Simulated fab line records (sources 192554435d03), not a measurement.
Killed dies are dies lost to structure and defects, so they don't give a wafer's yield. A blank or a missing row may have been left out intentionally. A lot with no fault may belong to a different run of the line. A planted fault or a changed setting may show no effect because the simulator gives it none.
Matching of chambers || flow n5Finfet || N5_BEOL_M14_TRENCH_ETCH_34 on rieDiel-01: 4 sister chambers
The step etches SiO2 in C4F8/O2/Ar, target depth 556.65 nm, time 126.9 s. 16 wafers are shown with their chamber, then 8 later ones without.

== WAFERS, EACH WITH ITS CHAMBER ==
{"wafer": "L074.1", "chamber": 3, "throttleValvePct (%)": 31.3, "rfVppV (V)": 2206, "showerheadPlenumPTorr (Torr)": 3.45}
{"wafer": "L074.2", "chamber": 1, "throttleValvePct (%)": 31.3, "rfVppV (V)": 2278, "showerheadPlenumPTorr (Torr)": 3.63}
{"wafer": "L074.3", "chamber": 2, "throttleValvePct (%)": 30.4, "rfVppV (V)": 2258, "showerheadPlenumPTorr (Torr)": 3.44}
{"wafer": "L077.4", "chamber": 3, "throttleValvePct (%)": 31.3, "rfVppV (V)": 2204, "showerheadPlenumPTorr (Torr)": 3.45}
{"wafer": "L077.5", "chamber": 1, "throttleValvePct (%)": 31.2, "rfVppV (V)": 2279, "showerheadPlenumPTorr (Torr)": 3.63}
{"wafer": "L077.6", "chamber": 2, "throttleValvePct (%)": 30.4, "rfVppV (V)": 2258, "showerheadPlenumPTorr (Torr)": 3.44}
{"wafer": "L081.2", "chamber": 1, "throttleValvePct (%)": 31.3, "rfVppV (V)": 2278, "showerheadPlenumPTorr (Torr)": 3.62}
{"wafer": "L081.3", "chamber": 2, "throttleValvePct (%)": 30.4, "rfVppV (V)": 2257, "showerheadPlenumPTorr (Torr)": 3.43}
{"wafer": "L081.5", "chamber": 1, "throttleValvePct (%)": 31.2, "rfVppV (V)": 2278, "showerheadPlenumPTorr (Torr)": 3.62}
{"wafer": "L090.1", "chamber": 0, "throttleValvePct (%)": 30.5, "rfVppV (V)": 2295, "showerheadPlenumPTorr (Torr)": 3.59}
{"wafer": "L090.2", "chamber": 1, "throttleValvePct (%)": 31.3, "rfVppV (V)": 2276, "showerheadPlenumPTorr (Torr)": 3.61}
{"wafer": "L090.3", "chamber": 3, "throttleValvePct (%)": 31.3, "rfVppV (V)": 2202, "showerheadPlenumPTorr (Torr)": 3.43}
{"wafer": "L091.1", "chamber": 3, "throttleValvePct (%)": 31.3, "rfVppV (V)": 2202, "showerheadPlenumPTorr (Torr)": 3.43}
{"wafer": "L091.5", "chamber": 1, "throttleValvePct (%)": 31.3, "rfVppV (V)": 2276, "showerheadPlenumPTorr (Torr)": 3.61}
{"wafer": "L091.6", "chamber": 2, "throttleValvePct (%)": 30.4, "rfVppV (V)": 2256, "showerheadPlenumPTorr (Torr)": 3.42}
{"wafer": "L094.2", "chamber": 1, "throttleValvePct (%)": 31.3, "rfVppV (V)": 2275, "showerheadPlenumPTorr (Torr)": 3.61}

SIGNATURES (means of the wafers above)
{"reading": "throttleValvePct", "chamber 0": 30.500, "chamber 1": 31.271, "chamber 2": 30.400, "chamber 3": 31.300, "scatter within a chamber": 0.0345}
{"reading": "rfVppV", "chamber 0": 2295.00, "chamber 1": 2277.14, "chamber 2": 2257.25, "chamber 3": 2203.50, "scatter within a chamber": 1.49}
{"reading": "showerheadPlenumPTorr", "chamber 0": 3.5900, "chamber 1": 3.6186, "chamber 2": 3.4325, "chamber 3": 3.4400, "scatter within a chamber": 0.00983}
Rule: distance of a wafer from a chamber = root of the sum over the readings of ((wafer's reading minus chamber's mean) / reading's scatter) squared. If the next closest chamber is less than 2 further off than the closest, the wafer can't be placed; otherwise it belongs to the closest. The scatter: the root of (the sum of the squares of (reading less its chamber's mean) over the shown wafers, divided by (wafers less chambers)).

== WAFERS MISSING THEIR CHAMBER ==
{"wafer": "L094.3", "throttleValvePct (%)": 30.4, "rfVppV (V)": 2255, "showerheadPlenumPTorr (Torr)": 3.42}
{"wafer": "L094.5", "throttleValvePct (%)": 31.3, "rfVppV (V)": 2276, "showerheadPlenumPTorr (Torr)": 3.61}
{"wafer": "L092.1", "throttleValvePct (%)": 30.5, "rfVppV (V)": 2256, "showerheadPlenumPTorr (Torr)": 3.41}
{"wafer": "L092.3", "throttleValvePct (%)": 31.3, "rfVppV (V)": 2277, "showerheadPlenumPTorr (Torr)": 3.60}
{"wafer": "L092.4", "throttleValvePct (%)": 31.3, "rfVppV (V)": 2202, "showerheadPlenumPTorr (Torr)": 3.42}
{"wafer": "L097.2", "throttleValvePct (%)": 30.6, "rfVppV (V)": 2294, "showerheadPlenumPTorr (Torr)": 3.58}
{"wafer": "L097.5", "throttleValvePct (%)": 30.5, "rfVppV (V)": 2254, "showerheadPlenumPTorr (Torr)": 3.41}
{"wafer": "L097.6", "throttleValvePct (%)": 31.3, "rfVppV (V)": 2201, "showerheadPlenumPTorr (Torr)": 3.42}

== EACH ONE'S CHAMBER ==
{"wafer": "L094.3", "from the rows above": 2, "in truth": 2}
{"wafer": "L094.5", "from the rows above": 1, "in truth": 1}
{"wafer": "L092.1", "from the rows above": 2, "in truth": 2}
{"wafer": "L092.3", "from the rows above": 1, "in truth": 1}
{"wafer": "L092.4", "from the rows above": 3, "in truth": 3}
{"wafer": "L097.2", "from the rows above": 0, "in truth": 0}
{"wafer": "L097.5", "from the rows above": 2, "in truth": 2}
{"wafer": "L097.6", "from the rows above": 3, "in truth": 3}
Placed correctly: 8 of 8. Not placeable from these rows: 0. Number placed wrongly: 0.
